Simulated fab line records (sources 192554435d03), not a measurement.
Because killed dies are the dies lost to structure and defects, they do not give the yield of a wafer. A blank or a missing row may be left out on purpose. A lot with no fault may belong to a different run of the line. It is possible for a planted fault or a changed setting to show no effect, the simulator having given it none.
fab line records + flow n5_finfet
record:
- lots: 3
- wafers: 9
- last_day: 17
route steps=1938 shown BEOL_M5@1112 PASSIVATION@1936
lots with no fault: from the same line, run without faults
start_h: hours from the record's first day to the start of the lot's first wafer shown + wait_h: hours from the lot's prior step to this one + " unchanged from the row above + L1.1+2: a single row standing in for several wafers + - no value, or no start was given + * or withheld: withheld + < > ~ a bound
route shown NAME@n: a module of which the file shows steps, and the number in the route of the first + usual: the fault-free wafers' mean and standard deviation + same: alike in all rows + chamber/n: place in a boat + sites: each site's reading + _std_site: the values' standard deviation + _edge_site: mean of outer sites minus mean of inner sites + radius_mm: how far each site lies from the wafer's centre + mask NAME#n: copy n + behind: the last tool/chamber to shape the wafer + hold: why the lot was held/for how many hours/how that ended + device: transistor that didn't switch, given as n, p or np + end of line: tests of these same wafers at the route's end + where a step has no rows: the recipe by itself + killed: dies that structure and defects cost at the first sort, which is not the same as the wafer's yield + map: a wafer's dies, x killed, . not, _ none there
set.NAME: setting as actually run; set.NAME@STEP: the setting as run at that earlier step + model.NAME: the simulator's own value behind a step, which no gauge read
lots at some steps of the route; a table a step, a row a wafer
services: the hour from which a tool's chamber was out of use, counted from the record's first day as start_h (under 0 if before that day), plus the number of hours and why
== steps ==
step: N5_BEOL_M5_ILD_DEP_00
recipe:
- material: SiCOH_lowk
- target_thk_a: 1406.4
- temp_c: 300
- precursor: DEMS/porogen
- pressure_torr: 5
- rf_w: 500
- time_s: 25.9
step: N5_BEOL_M5_CURE_79
recipe:
- temp_c: 385
- time_s: 240
- ambient: He/Ar
- material: SiCOH_lowk
step: N5_BEOL_M5_PECVD_70
recipe:
- material: SiO2
- target_thk_a: 160
- temp_c: 400
- precursor: TEOS/O2
- pressure_torr: 5.5
- rf_w: 450
- teos_flow_sccm: 53.8
- gas: O2
- flow_sccm: 3000
- time_s: 18
step: N5_BEOL_M5_HM_DEP_02
recipe:
- material: TiN
- target_thk_a: 200
- temp_c: 25
- chamber_pressure_pa: 0.49996
step: N5_BEOL_M5_COAT_59
recipe:
- resist: SOC
- temp_c: 250
- time_s: 60
- spin_rpm: 1500
- resist_thk_nm: 60
step: N5_BEOL_M5_COAT_60
recipe:
- resist: SiARC
- temp_c: 220
- time_s: 60
- spin_rpm: 1500
- resist_thk_nm: 12
step: N5_BEOL_M5_COAT_71
recipe:
- resist: underlayer
- temp_c: 205
- time_s: 60
- spin_rpm: 1500
- resist_thk_nm: 5
step: N5_BEOL_M5_COAT_05
recipe:
- resist: CAR-EUV
- spin_rpm: 1500
- resist_thk_nm: 30
step: N5_BEOL_M5_EBR_07
recipe:
- solvent: PGMEA
- ebr_width_mm: 1.5
step: N5_BEOL_M5_SOFTBAKE_06
recipe:
- temp_c: 110
- time_s: 60
- resist: CAR-EUV
step: N5_BEOL_M5_EXPOSE_08
recipe:
- mask_id: M5
- na: 0.33
- source_shape: annular
- sigma_inner: 0.4
- sigma_outer: 0.8
- polarization: unpolarized
- target_cd_nm: 28
- dose_mj: 35.75
usual:
- exposure_dose_mJ_cm2: 35.71/0.048
| lot.wafer | tool           | chamber | start_h | wait_h | mask | exposure_dose_mJ_cm2 |
|-----------|----------------|---------|---------|--------|------|----------------------|
| L569.1    | euv_scanner-01 | 0       | 223.32  | -      | M5#0 | 36.12                |
| L569.5    | "              | 0       | "       | "      | M5#0 | 36.14                |
| L569.6    | "              | 0       | "       | "      | M5#0 | 36.18                |
| L576.1    | euv_scanner-02 | 0       | 281.61  | -      | M5#0 | 35.68                |
| L576.3    | "              | 0       | "       | "      | M5#0 | 35.76                |
| L576.5    | "              | 0       | "       | "      | M5#0 | 35.74                |
| L581.1    | euv_scanner-01 | 0       | 312.98  | -      | M5#0 | 35.66                |
| L581.3    | "              | 0       | "       | "      | M5#0 | 35.67                |
| L581.5    | "              | 0       | "       | "      | M5#0 | 35.67                |
step: N5_BEOL_M5_PEB_09
recipe:
- peb_temp_c: 100
- peb_time_s: 60
- resist: CAR-EUV
step: N5_BEOL_M5_DEVELOP_10
recipe:
- develop_time_s: 30
- developer: TMAH
- resist: CAR-EUV
- rinse_liquid: surfactant_rinse
- dry: air_spin
- dev_temp_c: 23
step: N5_BEOL_M5_DESCUM_16
recipe:
- chemistry: O2
- time_s: 7
- source_power_w: 50
- bias_power_w: 20
- pressure_mtorr: 20
- rf_frequency_hz: 2.712e+07
- temp_c: 40
- resist: CAR-EUV
- o2_flow_sccm: 225
usual:
- drypump_motor_current_A: 5.9/0.48
- oes_product_au: 0.83/0.095
- rf_vpp_V: 243.1/1.2
- showerhead_plenum_p_Torr: 2.09/0.065
- throttle_valve_pct: 20.36/0.25
| lot.wafer | tool        | chamber | start_h | wait_h | drypump_motor_current_A | oes_product_au | rf_hours_counter_h | rf_vpp_V | showerhead_plenum_p_Torr | throttle_valve_pct | model.BEOL_M5.cd_nm |
|-----------|-------------|---------|---------|--------|-------------------------|----------------|--------------------|----------|--------------------------|--------------------|---------------------|
| L569.1    | rie_diel-06 | 2       | 223.57  | 0.0    | 5.3                     | 0.74           | 175                | 241.8    | 2.08                     | 20.73              | 27                  |
| L569.5    | "           | 3       | "       | "      | 5.4                     | 0.88           | -                  | 245.2    | 2.23                     | 20.26              | 27.8                |
| L569.6    | "           | 0       | "       | "      | 6.0                     | 0.82           | -                  | 241.3    | 2.13                     | 20.75              | 27.2                |
| L576.1    | rie_diel-06 | 3       | 282.45  | 0.6    | 5.4                     | 0.86           | 67                 | 244.2    | 2.22                     | 20.30              | 28.2                |
| L576.3    | "           | 2       | "       | "      | 5.3                     | 0.73           | 194                | 242.3    | 2.08                     | 20.76              | 27.8                |
| L576.5    | "           | 1       | "       | "      | 5.5                     | 0.91           | -                  | 242.4    | 2.04                     | 20.23              | 28                  |
| L581.1    | rie_diel-03 | 3       | 313.27  | 0.1    | 5.7                     | 0.97           | 1                  | 244.8    | 2.15                     | 20.33              | 28                  |
| L581.3    | "           | 2       | "       | "      | 6.6                     | 0.86           | 53                 | 243.6    | 2.14                     | 20.29              | 27.8                |
| L581.5    | "           | 1       | "       | "      | 5.7                     | 0.71           | -                  | 240.6    | 1.98                     | 20.73              | 28.2                |
step: N5_BEOL_M5_ETCH_72
recipe:
- chemistry: N2/H2
- target: underlayer
- target_depth_a: 65
- mask_material: CAR-EUV
- time_s: 5.2
- ion_energy_ev: 200
- pressure_mtorr: 30
- source_w: 840
- bias_w: 150
- n2_flow_sccm: 200
- h2_flow_sccm: 200
- ends: cleared
step: N5_BEOL_M5_ETCH_61
recipe:
- chemistry: CF4
- target: SiARC
- target_depth_a: 156
- mask_material: CAR-EUV
- time_s: 26
- ion_energy_ev: 80
- pressure_mtorr: 40
- source_w: 545
- bias_w: 36
- Ar_flow_sccm: 100
- cf4_flow_sccm: 100
- ends: cleared
step: N5_BEOL_M5_ETCH_62
recipe:
- chemistry: N2/H2
- target: SOC
- target_depth_a: 750
- overetch_a: 150
- mask_material: SiARC
- temp_c: 40
- time_s: 112.5
- ion_energy_ev: 200
- pressure_mtorr: 30
- source_w: 840
- bias_w: 150
- n2_flow_sccm: 200
- h2_flow_sccm: 200
step: N5_BEOL_M5_STRIP_63
recipe:
- chemistry: N2/H2
- temp_c: 40
- n2_flow_sccm: 200
- h2_flow_sccm: 200
- rf_frequency_hz: 6e+07
step: N5_BEOL_M5_STRIP_73
recipe:
- chemistry: N2/H2
- temp_c: 40
- n2_flow_sccm: 200
- h2_flow_sccm: 200
- rf_frequency_hz: 6e+07
step: N5_BEOL_M5_STRIP_64
recipe:
- chemistry: CF4
- resist: SiARC
- power_w: 300
- bias_power_w: 75
- pressure_mtorr: 50
- cf4_flow_sccm: 150
- rf_frequency_hz: 6e+07
step: N5_BEOL_M5_HM_OPEN_17
recipe:
- chemistry: Cl2/BCl3
- target_depth_a: 200
- overetch_a: 60
- target: TiN
- mask_material: SOC
- ion_energy_ev: 150
- pressure_mtorr: 10
- icp_w: 1000
- bias_w: 126
- Cl2_flow_sccm: 53.25
- bcl3_flow_sccm: 21.75
- Ar_flow_sccm: 25
step: N5_BEOL_M5_STRIP_19
recipe:
- chemistry: O2
- power_w: 400
- temp_c: 40
- pressure_mtorr: 30
- rf_frequency_hz: 6e+07
- bias_power_w: 0
- overash_fraction: 0.2
- o2_flow_sccm: 225
step: N5_BEOL_M5_COAT_65
recipe:
- resist: SOC
- temp_c: 250
- time_s: 60
- spin_rpm: 1500
- resist_thk_nm: 60
step: N5_BEOL_M5_COAT_66
recipe:
- resist: SiARC
- temp_c: 220
- time_s: 60
- spin_rpm: 1500
- resist_thk_nm: 12
step: N5_BEOL_M5_COAT_74
recipe:
- resist: underlayer
- temp_c: 205
- time_s: 60
- spin_rpm: 1500
- resist_thk_nm: 5
step: N5_BEOL_M5_COAT_22
recipe:
- resist: CAR-EUV
- spin_rpm: 1500
- resist_thk_nm: 30
step: N5_BEOL_M5_EBR_24
recipe:
- solvent: PGMEA
- ebr_width_mm: 1.5
step: N5_BEOL_M5_SOFTBAKE_23
recipe:
- temp_c: 110
- time_s: 60
- resist: CAR-EUV
step: N5_BEOL_M5_EXPOSE_25
recipe:
- mask_id: V4
- na: 0.33
- source_shape: quasar
- sigma_inner: 0.2
- sigma_outer: 0.6
- polarization: unpolarized
- defocus_nm: 10
- dose_mj: 52.75
step: N5_BEOL_M5_PEB_26
recipe:
- peb_temp_c: 100
- peb_time_s: 60
- resist: CAR-EUV
step: N5_BEOL_M5_DEVELOP_27
recipe:
- develop_time_s: 30
- developer: TMAH
- resist: CAR-EUV
- rinse_liquid: surfactant_rinse
- dry: air_spin
- dev_temp_c: 23
step: N5_BEOL_M5_DESCUM_33
recipe:
- chemistry: O2
- time_s: 7
- source_power_w: 50
- bias_power_w: 20
- pressure_mtorr: 20
- rf_frequency_hz: 2.712e+07
- temp_c: 40
- resist: CAR-EUV
- o2_flow_sccm: 225
step: N5_BEOL_M5_ETCH_75
recipe:
- chemistry: N2/H2
- target: underlayer
- target_depth_a: 65
- mask_material: CAR-EUV
- time_s: 5.2
- ion_energy_ev: 200
- pressure_mtorr: 30
- source_w: 840
- bias_w: 150
- n2_flow_sccm: 200
- h2_flow_sccm: 200
- ends: cleared
step: N5_BEOL_M5_ETCH_41
recipe:
- chemistry: CH3F/O2
- target: SiCN
- target_depth_a: 315
- taper_deg: 2
- time_s: 56.7
- ion_energy_ev: 120
- mask_material: TiN
- pressure_mtorr: 30
- source_w: 395
- bias_w: 75
- Ar_flow_sccm: 150
- CH3F_flow_sccm: 30
- O2_flow_sccm: 20
usual:
- bias_w: 75.01/0.23
- drypump_motor_current_A: 5.9/0.48
- oes_product_au: 0.81/0.097
- rf_vpp_V: 297.3/1.5
- showerhead_plenum_p_Torr: 2.00/0.06
- throttle_valve_pct: 16.24/0.25
| lot.wafer | tool        | chamber | start_h | wait_h | bias_w | drypump_motor_current_A | oes_product_au | rf_hours_counter_h | rf_vpp_V | showerhead_plenum_p_Torr | throttle_valve_pct | model.BEOL_M5.cd_nm |
|-----------|-------------|---------|---------|--------|--------|-------------------------|----------------|--------------------|----------|--------------------------|--------------------|---------------------|
| L569.1    | rie_diel-02 | 1       | -       | -      | 74.83  | 6.6                     | 0.80           | 106                | 298.4    | 2.01                     | 16.09              | 26.6                |
| L569.5    | "           | 2       | "       | "      | 75.23  | 6.1                     | 0.95           | -                  | 297.1    | 1.97                     | 16.23              | 27.6                |
| L569.6    | "           | 1       | "       | "      | 75.07  | 6.6                     | 0.78           | -                  | 298.7    | 2.01                     | 16.08              | 27.2                |
| L576.1    | rie_diel-02 | 1       | -       | -      | 74.94  | 6.6                     | 0.76           | 122                | 297.9    | 2.00                     | 16.13              | 28.2                |
| L576.3    | "           | 2       | "       | "      | 75.45  | 6.1                     | 0.89           | 27                 | 297.5    | 1.96                     | 16.25              | 28.4                |
| L576.5    | "           | 0       | "       | "      | 74.85  | 6.2                     | 0.66           | -                  | 298.2    | 2.06                     | 16.26              | 28                  |
| L581.1    | rie_diel-02 | 3       | -       | -      | 75.17  | 5.2                     | 0.79           | 94                 | 296.5    | 1.94                     | 16.20              | 27.8                |
| L581.3    | "           | 1       | "       | "      | 74.94  | 6.6                     | 0.76           | 133                | 298.0    | 2.00                     | 16.13              | 27.6                |
| L581.5    | "           | 1       | "       | "      | 74.95  | 6.6                     | 0.77           | -                  | 296.2    | 2.00                     | 16.13              | 28.2                |
step: N5_PASSIVATION_PROBE_49
usual:
- defect_limited_yield: 91.1/1.6
- killed_at_M0_to_M3: 35/11
- killed_at_M4_up: 13/5.4
- killed_at_contacts: 13/6.5
- killed_at_front_end: 40/14
- killed_at_other: 4/3.1
- killed_dies: 105/18
- killed_on_rim: 14/4.1
- killed_open: 69/14
- killed_short: 34/7.3
- sort_bin_5_function: 5.2/0.96
- sort_bin_6_memory: 3.4/0.77
- sort_n_pass: 1075/19
- sort_yield_pct: 91.1/1.6
same:
- gross_dies: 1180
- killed_at_back_side: 0
- sort_bin_4_leakage[%]: 0
- sort_bin_8_speed[%]: 0
| lot.wafer | tool      | chamber | start_h | wait_h | defect_limited_yield[%] | killed_at_M0_to_M3 | killed_at_M4_up | killed_at_contacts | killed_at_front_end | killed_at_other | killed_dies | killed_on_rim | killed_open | killed_short | sort_bin_5_function[%] | sort_bin_6_memory[%] | sort_n_pass | sort_yield_pct[%] |
|-----------|-----------|---------|---------|--------|-------------------------|--------------------|-----------------|--------------------|---------------------|-----------------|-------------|---------------|-------------|--------------|------------------------|----------------------|-------------|-------------------|
| L569.1    | prober-01 | -       | 328.49  | 0.0    | 91.1                    | 39                 | 9               | 18                 | 39                  | 0               | 105         | 17            | 70          | 33           | 5.3                    | 3.5                  | 1075        | 91.1              |
| L569.5    | prober-01 | -       | 328.69  | 0.2    | 92.4                    | 26                 | 10              | 13                 | 41                  | 0               | 90          | 14            | 53          | 36           | 3.8                    | 3.3                  | 1090        | 92.4              |
| L569.6    | prober-01 | -       | 328.74  | 0.3    | 91.8                    | 37                 | 21              | 9                  | 27                  | 3               | 97          | 19            | 72          | 24           | 4.6                    | 3.5                  | 1083        | 91.8              |
| L576.1    | prober-02 | -       | 381.14  | 0.0    | 87.1                    | 50                 | 12              | 13                 | 75                  | 2               | 152         | 22            | 97          | 55           | 6.9                    | 5.3                  | 1028        | 87.1              |
| L576.3    | prober-02 | -       | 381.24  | 0.1    | 90.7                    | 50                 | 15              | 7                  | 37                  | 1               | 110         | 15            | 76          | 34           | 4.8                    | 3.9                  | 1070        | 90.7              |
| L576.5    | prober-02 | -       | 381.34  | 0.2    | 89.5                    | 34                 | 19              | 16                 | 54                  | 1               | 124         | 15            | 86          | 38           | 5.8                    | 4.7                  | 1056        | 89.5              |
| L581.1    | prober-01 | -       | 413.69  | 0.0    | 90.5                    | 28                 | 13              | 22                 | 45                  | 4               | 112         | 17            | 79          | 33           | 5.7                    | 3.5                  | 1068        | 90.5              |
| L581.3    | prober-01 | -       | 413.79  | 0.1    | 89.3                    | 33                 | 8               | 23                 | 54                  | 8               | 126         | 19            | 70          | 48           | 6.9                    | 3.1                  | 1054        | 89.3              |
| L581.5    | prober-01 | -       | 413.89  | 0.2    | 87.0                    | 37                 | 7               | 10                 | 98                  | 1               | 153         | 23            | 113         | 36           | 7.9                    | 4.7                  | 1027        | 87.0              |
killed by level:class
L569.1 MOL_CONTACT_COAG:geometric_particle:open=13 BEOL_M0_SAQP:geometric_particle:open=11 BEOL_M2:geometric_particle:open=10 BEOL_M0_SAQP:geometric_particle:short=7 FIN_SAQP:geometric_particle:short=5 FIN_SAQP:geometric_particle:open=5 MOL_CONTACT_COAG:geometric_particle:short=5 DUMMY_GATE:geometric_particle:open=4
L569.5 GATE_CUT:geometric_particle:short=12 FIN_SAQP:geometric_particle:open=10 MOL_CONTACT_COAG:geometric_particle:open=8 GATE_CUT:geometric_particle:open=5 MOL_CONTACT_COAG:geometric_particle:short=5 BEOL_M0_SAQP:geometric_particle:short=4 BEOL_M3:geometric_particle:open=4 BEOL_M4:geometric_particle:open=4
L569.6 BEOL_M3:geometric_particle:open=11 BEOL_M4:geometric_particle:open=11 BEOL_M0_SAQP:geometric_particle:open=9 BEOL_M0_SAQP:geometric_particle:short=7 FIN_SAQP:geometric_particle:open=6 MOL_CONTACT_COAG:geometric_particle:open=6 STI_FIN_REVEAL:geometric_particle:open=5 BEOL_M0:geometric_particle:open=4
L576.1 STI_FIN_REVEAL:geometric_particle:open=25 BEOL_M0_SAQP:geometric_particle:open=12 BEOL_M0_SAQP:geometric_particle:short=11 FIN_SAQP:geometric_particle:open=9 GATE_CUT:geometric_particle:short=9 BEOL_M1:geometric_particle:open=9 FIN_SAQP:geometric_particle:short=7 MOL_CONTACT_COAG:geometric_particle:open=7
L576.3 BEOL_M0_SAQP:geometric_particle:short=17 STI_FIN_REVEAL:geometric_particle:open=11 BEOL_M1:geometric_particle:open=11 BEOL_M3:geometric_particle:open=9 BEOL_M4:geometric_particle:open=8 BEOL_M0_SAQP:geometric_particle:open=7 STARTING-WAFER:geometric_particle:open=7 DUMMY_GATE:geometric_particle:open=6
L576.5 STI_FIN_REVEAL:geometric_particle:open=21 MOL_CONTACT_COAG:geometric_particle:open=13 FIN_SAQP:geometric_particle:open=10 BEOL_M0_SAQP:geometric_particle:short=10 BEOL_M0_SAQP:geometric_particle:open=8 BEOL_M4:geometric_particle:open=8 GATE_CUT:geometric_particle:short=5 BEOL_M1:geometric_particle:open=5
L581.1 STI_FIN_REVEAL:geometric_particle:open=19 MOL_CONTACT_COAG:geometric_particle:open=17 BEOL_M2:geometric_particle:open=9 FIN_SAQP:geometric_particle:short=6 FIN_SAQP:geometric_particle:open=5 BEOL_M4:geometric_particle:open=5 MOL_CONTACT_COAG:geometric_particle:short=5 BEOL_M2:geometric_particle:short=5
L581.3 MOL_CONTACT_COAG:geometric_particle:open=18 FIN_SAQP:geometric_particle:open=12 BEOL_M0_SAQP:geometric_particle:short=12 FIN_SAQP:geometric_particle:short=9 STI_FIN_REVEAL:geometric_particle:open=9 BEOL_M0_SAQP:geometric_particle:open=8 BEOL_M4:geometric_particle:short=7 ILD0:geometric_particle:open=5
L581.5 STI_FIN_REVEAL:geometric_particle:open=57 STI_FIN_REVEAL:geometric_particle:short=10 BEOL_M0_SAQP:geometric_particle:open=9 BEOL_M0_SAQP:geometric_particle:short=9 MOL_CONTACT_COAG:geometric_particle:open=8 FIN_SAQP:geometric_particle:open=7 BEOL_M2:geometric_particle:open=7 BEOL_M1:geometric_particle:open=6
== services ==
| tool           | chamber | start_h | hours | kind                          |
|----------------|---------|---------|-------|-------------------------------|
| euv_scanner-01 | -       | 212.07  | 1.0   | pm                            |
| euv_scanner-01 | -       | 230.44  | 0.4   | repair                        |
| euv_scanner-02 | -       | 232.31  | 1.0   | pm                            |
| euv_scanner-01 | -       | 268.22  | 1.0   | pm                            |
| rie_diel-06    | 1       | 268.83  | 5.7   | repair                        |
| euv_scanner-01 | -       | 280.34  | 13.5  | repair                        |
| euv_scanner-02 | -       | 283.31  | 0.7   | repair                        |
| rie_diel-03    | 0       | 288.35  | 3.7   | repair                        |
| euv_scanner-01 | -       | 293.85  | 4.6   | pm                            |
| euv_scanner-02 | 0       | 296.58  | -     | calibration                   |
| rie_diel-03    | 3       | 298.09  | -     | clean                         |
| rie_diel-03    | 3       | 298.09  | -     | consumable_replace:focus_ring |
| rie_diel-03    | 3       | 298.09  | 12.6  | scheduled_down                |
| rie_diel-03    | 3       | 298.09  | 12.6  | vent_cycle                    |
| euv_scanner-02 | -       | 304.23  | 1.0   | pm                            |
| rie_diel-02    | 0       | 307.50  | -     | clean                         |
| rie_diel-02    | 0       | 307.50  | -     | consumable_replace:focus_ring |
| rie_diel-02    | 0       | 307.50  | 16.1  | scheduled_down                |
| rie_diel-02    | 0       | 307.50  | 16.1  | vent_cycle                    |
| euv_scanner-02 | -       | 312.85  | 4.6   | pm                            |
== key ==
first_sign:
- step: N5_BEOL_M5_EXPOSE_08
- reading: exposure_dose_mJ_cm2
- direction: up
- sigmas: 9.2
- usual: 35.71
- struck: 36.15
effect none on later readings
model_effect:
- step: N5_BEOL_M5_DESCUM_16
- value: BEOL_M5.cd_nm
- without: 28
- struck: 27.33
model_effect:
- step: N5_BEOL_M5_ETCH_41
- value: BEOL_M5.cd_nm
- without: 27.8
- struck: 27.13
met_at N5_BEOL_M5_EXPOSE_08
struck_wafers L569.1,L569.5,L569.6
loop_trim:
- step: N5_BEOL_M5_EXPOSE_08
- setting: dose
- lots: L569
fault:
- kind: process_parameter_drift
- tool: euv_scanner-01
- chamber: -
- onset_h: 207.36
- steps: N5_BEOL_M5_EXPOSE_08
- channel: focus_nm
- offset: 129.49
- spread_by_wafer: 0.3
- shape: step
- end_h: 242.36
loop_trim: a control loop set the setting to another value than it would have without faults
